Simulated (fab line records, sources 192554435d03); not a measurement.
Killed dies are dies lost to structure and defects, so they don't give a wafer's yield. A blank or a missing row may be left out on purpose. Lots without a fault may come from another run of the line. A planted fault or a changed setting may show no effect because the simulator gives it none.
Chamber matching | flow n5_finfet | N5_BEOL_M2_PECVD_72 on pecvd-03: 3 sister chambers
The step deposits SiO2 from TEOS/O2, target thk 16 nm, time 18 s. 3 wafers are shown with their chamber, then 10 later ones without.

WAFERS WITH THEIR CHAMBER
wafer  | chamber | throttle_valve_pct (%)
L081.5 | 2       | 21.3
L090.3 | 1       | 23.2
L090.4 | 0       | 23.3

WAFERS WITHOUT THEIR CHAMBER
wafer  | throttle_valve_pct (%)
L090.6 | 23.1
L091.2 | 23.4
L091.3 | 23.0
L091.5 | 20.6
L093.4 | 23.4
L093.5 | 23.0
L093.6 | 20.3
L097.1 | 20.5
L097.3 | 23.4
L097.5 | 23.0

WHICH CHAMBER EACH WENT THROUGH
wafer  | from the rows above     | in truth
L090.6 | can't be placed: 1 or 0 | 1
L091.2 | can't be placed: 0 or 1 | 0
L091.3 | can't be placed: 1 or 0 | 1
L091.5 | 2                       | 2
L093.4 | can't be placed: 0 or 1 | 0
L093.5 | can't be placed: 1 or 0 | 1
L093.6 | 2                       | 2
L097.1 | 2                       | 2
L097.3 | can't be placed: 0 or 1 | 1
L097.5 | can't be placed: 1 or 0 | 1
Placed correctly: 3 of 10. Can't be placed from these rows: 7 (the true chamber is among the candidates in 7). Placed wrongly: 0.
How it was worked out, from the rows above alone: a wafer's distance from a chamber is the root of the sum, over the readings, of the square of ((its reading less the chamber's mean) divided by the reading's scatter). The wafer belongs to the nearest chamber; if the next one is less than 2 further off, it can't be placed. A chamber's mean is the mean of its shown wafers. The scatter: with one shown wafer a chamber, the root of the mean of the squares of how far each hidden wafer lies from its nearest shown one.
